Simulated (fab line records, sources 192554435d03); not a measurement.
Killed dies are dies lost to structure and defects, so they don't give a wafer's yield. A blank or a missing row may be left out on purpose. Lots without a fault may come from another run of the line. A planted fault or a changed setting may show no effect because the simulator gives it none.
Chamber matching | flow n5_finfet | N5_STI_FIN_REVEAL_CMP_04 on cmp-02: 4 sister chambers
The step polishes, stops on Si3N4, t overpolish 4 s, target thk 131.83 nm. 4 wafers are shown with their chamber, then 8 later ones without.

WAFERS WITH THEIR CHAMBER
wafer  | chamber | motor_current_A (A)
L082.1 | 0       | 7.0
L083.5 | 1       | 8.8
L083.6 | 2       | 8.7
L089.3 | 3       | 7.2

WAFERS WITHOUT THEIR CHAMBER
wafer  | motor_current_A (A)
L089.4 | 9.3
L089.5 | 7.5
L092.2 | 8.9
L092.3 | 9.6
L092.4 | 7.1
L094.2 | 7.3
L094.3 | 9.4
L094.5 | 8.8

WHICH CHAMBER EACH WENT THROUGH
wafer  | from the rows above     | in truth
L089.4 | can't be placed: 1 or 2 | 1
L089.5 | can't be placed: 3 or 0 | 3
L092.2 | can't be placed: 1 or 2 | 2
L092.3 | can't be placed: 1 or 2 | 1
L092.4 | can't be placed: 0 or 3 | 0
L094.2 | can't be placed: 3 or 0 | 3
L094.3 | can't be placed: 1 or 2 | 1
L094.5 | can't be placed: 1 or 2 | 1
Placed correctly: 0 of 8. Can't be placed from these rows: 8 (the true chamber is among the candidates in 8). Placed wrongly: 0.
How it was worked out, from the rows above alone: a wafer's distance from a chamber is the root of the sum, over the readings, of the square of ((its reading less the chamber's mean) divided by the reading's scatter). The wafer belongs to the nearest chamber; if the next one is less than 2 further off, it can't be placed. A chamber's mean is the mean of its shown wafers. The scatter: with one shown wafer a chamber, the root of the mean of the squares of how far each hidden wafer lies from its nearest shown one.
